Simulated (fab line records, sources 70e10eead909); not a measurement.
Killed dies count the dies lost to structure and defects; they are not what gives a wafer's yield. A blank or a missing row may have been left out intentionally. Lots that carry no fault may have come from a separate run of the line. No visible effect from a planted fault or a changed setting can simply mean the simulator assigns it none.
fab line records	flow nand-harc
record: lots: 11	wafers: 33	last-day: 25
route steps=1159 shown A_BLC@993 A_M0@1009 END@1159
lots with no fault: from the same line, run without faults
start-h: the number of hours between the record's first day and the start of the first shown wafer of the lot	wait-h: how many hours have passed since the lot's step before this one	" identical to the entry in the row above	L1.1+2: several wafers, shown together as one row	- either no value or no given start	* or withheld: withheld	< > ~ a bound
route shown NAME@n: NAME is a module with steps in the file, n the number in the route of the first one	usual: mean/standard deviation of fault-free wafers	same: alike in all rows	chamber/n: place in a boat	sites: each site's reading	_std_site: standard deviation across them	_edge_site: inner sites' mean taken away from outer sites' mean	radius-mm: how far each site lies from the wafer's centre	mask NAME#n: copy n	behind: tool/chamber where the wafer was last shaped	hold: why the lot went on hold/how many hours it stayed there/how the hold came to an end	device: which transistor (n, p or np) failed to switch	end of line: at the end of the route, the tests of the same wafers	step lacking rows: just its recipe	killed: count of dies lost to structure and defects at first sort (not the wafer's yield)	map: per-die view of a wafer (x killed, . not killed, _ where there is no die)
set.NAME: the setting that was run; set.NAME@STEP: the one run at that earlier step	model.NAME: the simulator's own value behind a step, which no gauge read
one table for each step of the route and one row for each wafer, over a sample of lots
services: from which hour (start-h, from the record's first day; less than 0 if before it) a tool's chamber was out of use, for how many hours, and why
== steps ==
step: NHARC_A_BLC_INSPECT_28
usual: raw-defect-count: 418/120
lot.wafer	tool	chamber	start-h	wait-h	raw-defect-count
L331.1	defect-inspect-02	-	395.82	0.1	529
L331.2	"	-	"	"	410
L331.3	"	-	"	"	485
L330.1	defect-inspect-01	-	399.67	0.1	237
L330.5	"	-	"	"	333
L330.6	"	-	"	"	407
L334.3	defect-inspect-01	-	430.29	0.1	298
L334.4	"	-	"	"	262
L334.6	"	-	"	"	254
L337.3	defect-inspect-01	-	437.62	0.1	399
L337.4	"	-	"	"	375
L337.6	"	-	"	"	681
L336.2	defect-inspect-01	-	454.47	0.1	417
L336.3	"	-	"	"	495
L336.4	"	-	"	"	362
L338.1	defect-inspect-01	-	462.38	0.1	640
L338.2	"	-	"	"	354
L338.5	"	-	"	"	502
L347.4	defect-inspect-02	-	516.23	0.1	483
L347.5	"	-	"	"	357
L347.6	"	-	"	"	469
L346.1	defect-inspect-01	-	516.66	0.1	553
L346.3	"	-	"	"	389
L346.5	"	-	"	"	472
L345.3	defect-inspect-02	-	517.64	0.1	390
L345.5	"	-	"	"	289
L345.6	"	-	"	"	402
L352.1	defect-inspect-02	-	535.23	0.1	475
L352.2	"	-	"	"	346
L352.3	"	-	"	"	305
L353.1	defect-inspect-01	-	551.21	0.1	450
L353.3	"	-	"	"	387
L353.4	"	-	"	"	356
step: NHARC_A_M0_ETCH_15
recipe: target-depth-a: 1500	overetch-a: 150	time-s: 82.5	c4f8-flow-sccm: withheld	ar-flow-sccm: 400	rf-w: 600	bias-w: 300	chemistry: C4F8/Ar
usual: oes-product-au: 0.951/0.026	rf-vpp-V: 441.6/1.9
lot.wafer	tool	chamber	start-h	wait-h	oes-product-au	rf-hours-counter-h	rf-vpp-V
L331.2	rie-diel-04	3	-	-	0.907	8	442.4
L331.1	"	0	"	"	0.939	6	441.4
L331.3	"	1	"	"	0.916	7	440.9
L330.1	rie-diel-10	2	-	-	0.953	3	441.4
L330.6	"	1	"	"	0.975	-	443.1
L330.5	"	2	"	"	0.945	-	440.6
L334.3	rie-diel-10	1	-	-	0.973	5	443.2
L334.4	"	0	"	"	0.957	5	441.6
L334.6	"	2	"	"	0.970	-	442.0
L337.3	rie-diel-05	2	-	-	0.939	8	445.0
L337.6	"	3	"	"	0.933	-	439.1
L337.4	"	2	"	"	0.934	-	442.3
L336.4	rie-diel-05	2	-	-	0.968	9	442.8
L336.2	"	3	"	"	0.958	8	438.3
L336.3	"	0	"	"	0.975	8	442.9
L338.2	rie-diel-05	2	-	-	0.934	9	444.0
L338.1	"	0	"	"	0.922	8	443.7
L338.5	"	2	"	"	0.925	-	444.0
L347.4	rie-diel-05	3	-	-	0.913	-	437.7
L347.5	"	0	"	"	0.921	-	442.7
L347.6	"	1	"	"	0.917	-	442.3
L346.1	rie-diel-10	3	-	-	0.929	9	444.6
L346.3	"	1	"	"	0.946	12	442.4
L346.5	"	3	"	"	0.932	-	445.5
L345.3	rie-diel-04	2	-	-	0.990	1	441.1
L345.5	"	2	"	"	0.988	-	441.5
L345.6	"	3	"	"	0.966	-	440.9
L352.1	rie-diel-04	3	-	-	0.946	3	440.8
L352.2	"	1	"	"	0.977	3	441.4
L352.3	"	2	"	"	0.992	3	439.8
L353.4	rie-diel-10	0	-	-	0.971	2	442.4
L353.3	"	1	"	"	0.984	1	441.9
L353.1	"	2	"	"	0.981	2	441.0
step: NHARC_A_M0_STRIP_18
recipe: power-w: 1000	n2-flow-sccm: 150	h2-flow-sccm: 150	ar-flow-sccm: 0	bias-w: 0	chemistry: N2/H2
usual: chamber-pressure-mTorr: 30.00/0.031	drypump-motor-current-A: 6.0/0.43	h2-flow-sccm: 150.0/0.49	oes-product-au: 1.005/0.013	power-w: 1000/3.6	rf-vpp-V: 90.8/0.87	showerhead-plenum-p-Torr: 2.06/0.062	throttle-valve-pct: 14.172/0.0089
same: bias-w: 0
lot.wafer	tool	chamber	start-h	wait-h	chamber-pressure-mTorr	drypump-motor-current-A	h2-flow-sccm	oes-product-au	power-w	rf-hours-counter-h	rf-vpp-V	showerhead-plenum-p-Torr	throttle-valve-pct
L331.3	rie-diel-04	1	397.31	0.1	30.00	6.0	149.5	1.009	1001	7	91.3	2.01	14.169
L331.2	"	2	"	"	29.99	6.4	149.6	1.020	1000	8	89.5	2.01	14.168
L331.1	"	3	"	"	30.00	6.4	151.0	0.979	1001	8	91.0	2.06	14.176
L330.1	rie-diel-04	0	401.12	0.1	30.00	6.0	150.3	1.016	994	7	91.6	2.05	14.198
L330.5	"	2	"	"	29.97	6.4	150.3	1.011	997	-	90.0	2.01	14.178
L330.6	"	3	"	"	29.95	6.4	149.7	0.982	1001	-	91.3	2.06	14.168
L334.4	rie-diel-10	1	431.75	0.1	30.00	5.6	149.6	1.008	1005	5	90.7	2.11	14.169
L334.3	"	2	"	"	30.02	6.0	149.8	0.985	1003	5	91.8	2.04	14.184
L334.6	"	1	"	"	29.99	5.6	149.9	1.023	1004	-	90.5	2.11	14.178
L337.3	rie-diel-10	1	439.00	0.1	29.97	5.6	150.7	1.012	994	6	91.1	2.11	14.161
L337.6	"	1	"	"	29.94	5.6	150.6	1.015	997	-	90.2	2.11	14.185
L337.4	"	2	"	"	30.01	6.1	149.6	0.991	997	-	90.7	2.04	14.172
L336.2	rie-diel-05	1	455.81	0.1	29.99	5.6	150.1	1.014	993	9	90.9	2.10	14.175
L336.3	"	2	"	"	30.00	6.2	149.8	1.004	1006	9	91.9	2.14	14.164
L336.4	"	3	"	"	29.98	5.0	149.6	0.999	1002	8	89.2	1.93	14.167
L338.2	rie-diel-10	0	463.72	0.1	30.00	5.7	149.4	0.989	1004	9	89.8	2.09	14.181
L338.1	"	1	"	"	29.96	5.6	150.7	1.029	997	8	90.1	2.11	14.178
L338.5	"	1	"	"	30.02	5.6	151.3	1.016	1000	-	91.8	2.11	14.174
L347.4	rie-diel-10	2	517.76	0.1	30.00	6.1	150.1	1.002	998	12	91.7	2.04	14.177
L347.5	"	1	"	"	30.02	5.6	150.4	1.023	1008	-	92.2	2.10	14.175
L347.6	"	2	"	"	29.91	6.1	150.9	1.003	1003	-	92.1	2.04	14.159
L346.3	rie-diel-10	2	518.28	0.1	30.04	6.0	150.5	1.007	999	12	90.2	2.04	14.166
L346.1	"	0	"	"	29.98	5.7	150.3	0.998	997	12	90.8	2.09	14.169
L346.5	"	3	"	"	30.05	6.6	150.1	1.020	1000	-	89.9	2.18	14.165
L345.3	rie-diel-04	3	519.06	0.1	30.08	6.4	150.9	0.982	1001	2	88.1	2.05	14.171
L345.6	"	2	"	"	29.99	6.4	149.7	1.023	1000	-	90.1	2.01	14.174
L345.5	"	3	"	"	30.00	6.4	150.8	0.980	1004	-	90.1	2.05	14.169
L352.3	rie-diel-04	3	536.69	0.1	30.05	6.4	149.8	1.000	997	4	91.7	2.05	14.159
L352.1	"	0	"	"	29.97	6.0	150.7	1.004	999	3	91.0	2.05	14.173
L352.2	"	1	"	"	30.00	6.0	150.9	0.997	998	3	91.6	2.01	14.150
L353.3	rie-diel-05	1	552.88	0.1	29.99	5.6	149.7	1.018	996	3	91.4	2.10	14.167
L353.1	"	3	"	"	30.01	5.0	149.8	1.013	1009	4	90.2	1.92	14.177
L353.4	"	0	"	"	30.00	6.4	150.6	1.012	1000	4	90.5	2.10	14.179
step: NHARC_A_M0_STRIP_19
recipe: time-s: 600	temp-c: 30	chemistry: post-etch-residue-remover
usual: bath-heat-duty-pct: 13.3/1.8	run-length-s: 603.4/1.1
lot.wafer	tool	chamber	start-h	wait-h	bath-heat-duty-pct	run-length-s
L331.2	wet-bench-03	7	397.56	-	14.0	604.4
L331.1	"	0	"	"	14.2	603.3
L331.3	"	3	"	"	12.4	601.8
L330.5	wet-bench-03	5	401.35	-	16.2	604.2
L330.1	"	7	"	"	13.3	604.7
L330.6	"	0	"	"	11.9	602.8
L334.6	wet-bench-05	4	432.03	-	16.4	604.2
L334.4	"	6	"	"	13.4	604.7
L334.3	"	1	"	"	11.5	603.0
L337.3	wet-bench-02	7	439.33	-	13.4	603.1
L337.4	"	0	"	"	16.1	602.2
L337.6	"	3	"	"	9.8	604.4
L336.3	wet-bench-03	4	456.09	-	11.5	603.2
L336.4	"	5	"	"	15.9	603.8
L336.2	"	1	"	"	12.7	603.4
L338.2	wet-bench-02	5	464.00	-	13.7	602.8
L338.5	"	6	"	"	13.3	606.0
L338.1	"	0	"	"	15.9	602.9
L347.6	wet-bench-05	7	518.01	-	-	-
L347.4	"	0	"	"	-	-
L347.5	"	4	"	"	-	-
L346.3	wet-bench-03	6	518.56	-	-	-
L346.5	"	7	"	"	-	-
L346.1	"	2	"	"	-	-
L345.3	wet-bench-05	3	519.33	-	-	-
L345.5	"	4	"	"	-	-
L345.6	"	5	"	"	-	-
L352.2	wet-bench-03	3	536.97	-	11.9	603.2
L352.3	"	6	"	"	13.6	602.9
L352.1	"	0	"	"	12.8	602.4
L353.1	wet-bench-05	2	553.16	-	13.2	602.5
L353.3	"	4	"	"	16.4	604.8
L353.4	"	7	"	"	15.7	603.5
step: NHARC_END_SORT_01
recipe: temp-c: 25
usual: defect-limited-yield: 95.1/1.6	killed-at-array: 29/10	killed-at-other: 0.7/1.1	killed-at-periphery: 3.3/2.4	killed-dies: 33/11	killed-open: 3.3/2	killed-short: 1.9/1.3	sort_bin_2_pct: 1.5/0.67	sort_bin_3_pct: 0.27/0.24	sort_bin_4_pct: 3.1/1.1	sort-n-pass: 644/11	sort-rim-yield-pct: 97.1/2.1	sort-yield-pct: 95.1/1.6
same: gross-dies: 677	sort_bin_5_pct[%]: 0	sort_bin_6_pct[%]: 0	sort_bin_7_pct[%]: 0	sort_bin_8_pct[%]: 0	sort-rim-n-gross: 106.00
lot.wafer	tool	chamber	start-h	wait-h	defect-limited-yield[%]	killed-at-array	killed-at-other	killed-at-periphery	killed-dies	killed-open	killed-short	sort_bin_2_pct[%]	sort_bin_3_pct[%]	sort_bin_4_pct[%]	sort-n-pass	sort-rim-yield-pct[%]	sort-yield-pct[%]
L331.1	prober-02	0	435.16	2.5	94.4	32	3	3	38	4	3	1.6	0.30	3.7	639	96.2	94.4
L331.2	prober-02	0	435.97	2.8	94.2	37	0	2	39	2	4	1.2	0.30	4.3	638	99.1	94.2
L331.3	prober-02	0	436.78	3.1	95.7	29	0	0	29	0	0	0.6	0.30	3.4	648	96.2	95.7
L336.2	prober-01	0	498.87	2.8	95.4	25	1	5	31	4	3	1.3	0.30	3.0	646	97.2	95.4
L336.3	prober-01	0	499.68	3.1	96.2	25	1	0	26	1	1	1.2	0.15	2.5	651	98.1	96.2
L336.4	prober-01	0	500.48	3.4	95.1	31	0	2	33	1	0	0.7	0.15	4.0	644	99.1	95.1
L338.1	prober-02	0	505.97	2.5	94.4	33	1	4	38	4	2	2.4	0.44	2.8	639	95.3	94.4
L338.2	prober-02	0	506.75	2.8	95.4	29	0	2	31	5	2	1.3	0.15	3.1	646	97.2	95.4
L338.5	prober-02	0	509.11	3.6	95.6	26	1	3	30	2	1	1.3	0.30	2.8	647	97.2	95.6
L345.3	prober-01	0	559.36	3.1	96.9	16	0	5	21	3	2	0.4	0	2.7	656	98.1	96.9
L345.5	prober-01	0	560.96	3.7	96.9	14	1	6	21	6	2	1.3	0.15	1.6	656	98.1	96.9
L345.6	prober-01	0	561.77	4.0	98.1	13	0	0	13	2	1	0.1	0.15	1.6	664	100.0	98.1
L347.4	prober-02	0	567.93	3.4	95.4	28	0	3	31	4	2	1.2	0.15	3.2	646	99.1	95.4
L347.5	prober-02	0	568.72	3.7	95.6	25	1	4	30	7	3	1.6	0	2.8	647	97.2	95.6
L347.6	prober-02	0	569.51	3.9	93.6	38	2	3	43	8	6	0.9	0.15	5.3	634	97.2	93.6
L353.1	prober-01	0	592.75	2.5	94.7	35	0	1	36	3	1	2.1	0.59	2.7	641	97.2	94.7
L353.3	prober-01	0	594.37	3.1	94.7	30	0	6	36	4	3	1.3	0.44	3.5	641	98.1	94.7
L353.4	prober-01	0	595.18	3.4	94.2	38	0	1	39	2	2	1.0	0.15	4.6	638	96.2	94.2
killed by level:class
L331.1 A_CHANNEL_HOLE_D1:chamber-film-flake=15 A_SLIT:chamber-film-flake=6 A_CONTACT:chamber-film-flake=3 A_WL_FILL:chamber-film-flake=2 THIN_TSV:chamber-film-flake=2 P_STI:geometric-particle:open=1 P_GATE:geometric-particle:open=1 A_ONON_D1:geometric-particle:open=1
L331.2 A_CHANNEL_HOLE_D1:chamber-film-flake=12 A_SLIT:chamber-film-flake=12 A_CONTACT:geometric-particle:short=3 A_WL_FILL:chamber-film-flake=3 A_BONDPAD:chamber-film-flake=2 P_M0:geometric-particle:open=1 A_WL_FILL:geometric-particle:short=1 A_CONTACT:geometric-particle:open=1
L331.3 A_CHANNEL_HOLE_D1:chamber-film-flake=11 A_SLIT:chamber-film-flake=11 A_WL_FILL:chamber-film-flake=3 A_CONTACT:chamber-film-flake=2 A_STAIRCASE:chamber-film-flake=2
L336.2 A_SLIT:chamber-film-flake=13 A_CHANNEL_HOLE_D1:chamber-film-flake=4 A_STAIRCASE:chamber-film-flake=2 A_BONDPAD:chamber-film-flake=2 P_GATE:geometric-particle:open=1 P_M1:geometric-particle:open=1 A_ONON_D1:geometric-particle:short=1 A_CHANNEL_FILL_D1:geometric-particle:short=1
L336.3 A_SLIT:chamber-film-flake=17 A_STAIRCASE:chamber-film-flake=3 A_CONTACT:chamber-film-flake=2 A_SGD_CUT:geometric-particle:short=1 A_M1:geometric-particle:open=1 A_CHANNEL_FILL_D1:chamber-film-flake=1 THIN_TSV:chamber-film-flake=1
L336.4 A_SLIT:chamber-film-flake=18 A_CHANNEL_FILL_D1:chamber-film-flake=5 A_CHANNEL_HOLE_D1:chamber-film-flake=4 P_ZERO_WELL:chamber-film-flake=2 A_STAIRCASE:chamber-film-flake=2 A_CHANNEL_FILL_D1:geometric-particle:open=1 A_CONTACT:chamber-film-flake=1
L338.1 A_CHANNEL_HOLE_D1:chamber-film-flake=20 A_STAIRCASE:chamber-film-flake=4 A_CONTACT:chamber-film-flake=3 P_STI:chamber-film-flake=2 P_CONTACT:geometric-particle:open=1 A_CHANNEL_HOLE_D1:geometric-particle:open=1 A_M0:geometric-particle:open=1 A_M0:geometric-particle:short=1
L338.2 A_CHANNEL_HOLE_D1:chamber-film-flake=19 A_CONTACT:chamber-film-flake=4 P_GATE:geometric-particle:open=1 P_M0:geometric-particle:open=1 A_CHANNEL_FILL_D1:geometric-particle:open=1 A_WL_FILL:geometric-particle:open=1 A_WL_FILL:geometric-particle:short=1 A_CONTACT:geometric-particle:open=1
L338.5 A_CHANNEL_HOLE_D1:chamber-film-flake=18 A_CONTACT:chamber-film-flake=5 A_STAIRCASE:chamber-film-flake=2 P_GATE:geometric-particle:open=1 P_CONTACT:geometric-particle:open=1 A_ONON_D1:geometric-particle:short=1 P_STI:chamber-film-flake=1 HYBRID_BOND:chamber-film-flake=1
L345.3 A_CHANNEL_HOLE_D1:chamber-film-flake=6 P_M2:chamber-film-flake=3 A_CONTACT:chamber-film-flake=3 A_SGD_CUT:chamber-film-flake=2 P_CONTACT:geometric-particle:open=1 A_ONON_D1:geometric-particle:open=1 A_WL_FILL:geometric-particle:short=1 A_M0:geometric-particle:short=1
L345.5 P_M2:chamber-film-flake=3 A_CHANNEL_HOLE_D1:chamber-film-flake=3 A_CONTACT:chamber-film-flake=3 A_CONTACT:geometric-particle:open=2 A_SGD_CUT:chamber-film-flake=2 P_CONTACT:geometric-particle:open=1 P_M0:geometric-particle:open=1 A_CHANNEL_FILL_D1:geometric-particle:open=1
L345.6 A_CHANNEL_HOLE_D1:chamber-film-flake=6 A_CONTACT:chamber-film-flake=2 A_WL_FILL:geometric-particle:short=1 A_BLC:geometric-particle:open=1 A_M0:geometric-particle:open=1 A_SGD_CUT:chamber-film-flake=1 A_SLIT:chamber-film-flake=1
L347.4 A_SLIT:chamber-film-flake=12 A_CHANNEL_HOLE_D1:chamber-film-flake=10 A_CONTACT:geometric-particle:open=2 P_GATE:chamber-film-flake=2 P_CONTACT:geometric-particle:open=1 A_CHANNEL_FILL_D1:geometric-particle:short=1 A_WL_FILL:geometric-particle:short=1 A_M0:geometric-particle:open=1
L347.5 A_SLIT:chamber-film-flake=11 A_CHANNEL_HOLE_D1:chamber-film-flake=4 P_CONTACT:geometric-particle:open=2 A_STAIRCASE:chamber-film-flake=2 A_CONTACT:chamber-film-flake=2 P_GATE:geometric-particle:open=1 P_M0:geometric-particle:open=1 A_ONON_D1:geometric-particle:open=1
L347.6 A_SLIT:chamber-film-flake=18 A_CHANNEL_HOLE_D1:chamber-film-flake=5 A_WL_FILL:geometric-particle:short=3 A_STAIRCASE:chamber-film-flake=3 STARTING-WAFER:geometric-particle:open=2 P_GATE:geometric-particle:open=1 P_CONTACT:geometric-particle:open=1 A_ONON_D1:geometric-particle:short=1
L353.1 A_SLIT:chamber-film-flake=16 A_CHANNEL_HOLE_D1:chamber-film-flake=9 A_CONTACT:chamber-film-flake=4 A_CHANNEL_HOLE_D1:geometric-particle:short=1 A_SGD_CUT:geometric-particle:open=1 A_WL_FILL:geometric-particle:open=1 A_CONTACT:geometric-particle:open=1 P_GATE:chamber-film-flake=1
L353.3 A_SLIT:chamber-film-flake=14 A_CHANNEL_HOLE_D1:chamber-film-flake=9 P_CONTACT:geometric-particle:open=2 A_CHANNEL_FILL_D1:chamber-film-flake=2 P_GATE:geometric-particle:short=1 P_M1:geometric-particle:short=1 A_SOURCE_PLATE:geometric-particle:short=1 A_SOURCE_PLATE:geometric-particle:open=1
L353.4 A_SLIT:chamber-film-flake=18 A_CHANNEL_HOLE_D1:chamber-film-flake=8 A_CHANNEL_FILL_D1:chamber-film-flake=3 A_ZERO_WELL:chamber-film-flake=2 A_STAIRCASE:chamber-film-flake=2 A_ONON_D1:geometric-particle:open=1 A_ONON_D1:geometric-particle:short=1 A_CHANNEL_HOLE_D1:geometric-particle:short=1
== services ==
tool	chamber	start-h	hours	kind
rie-diel-10	0	387.21	-	clean
rie-diel-10	1	387.21	-	clean
rie-diel-10	2	387.21	-	clean
rie-diel-10	3	387.21	-	clean
rie-diel-10	3	390.21	15.5	repair
rie-diel-10	0	411.71	-	clean
rie-diel-10	1	411.71	-	clean
rie-diel-10	2	411.71	-	clean
rie-diel-10	3	411.71	-	clean
rie-diel-05	0	432.69	10.8	repair
rie-diel-10	3	434.63	7.0	repair
rie-diel-10	0	436.21	-	clean
rie-diel-10	1	436.21	-	clean
rie-diel-05	-	454.47	0.1	repair
rie-diel-04	-	466.14	9.0	pm
wet-bench-05	-	490.80	8.0	pm
rie-diel-05	2	492.16	47.6	repair
rie-diel-05	-	493.21	0.9	repair
wet-bench-03	-	500.84	8.0	pm
rie-diel-04	2	512.21	2.2	repair
rie-diel-05	-	517.60	9.0	pm
rie-diel-10	-	530.71	9.0	pm
wet-bench-02	-	532.00	8.0	pm
rie-diel-04	3	551.49	10.7	repair
== key ==
first-sign: step: NHARC_A_M0_STRIP_19	reading: tool-record	direction: missing
effect none on later readings
met-at NHARC_A_M0_STRIP_19
struck-lots L345,L346,L347
not-acting-at NHARC_A_BLC_INSPECT_28,NHARC_A_M0_ETCH_15,NHARC_A_M0_STRIP_18
onset-between 456.09 518.01
fault: kind: skipped-step-whole	tool: wet-bench-03,wet-bench-05	chamber: -	onset-h: 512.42	steps: NHARC_A_M0_STRIP_19	scope: struck-lots-only
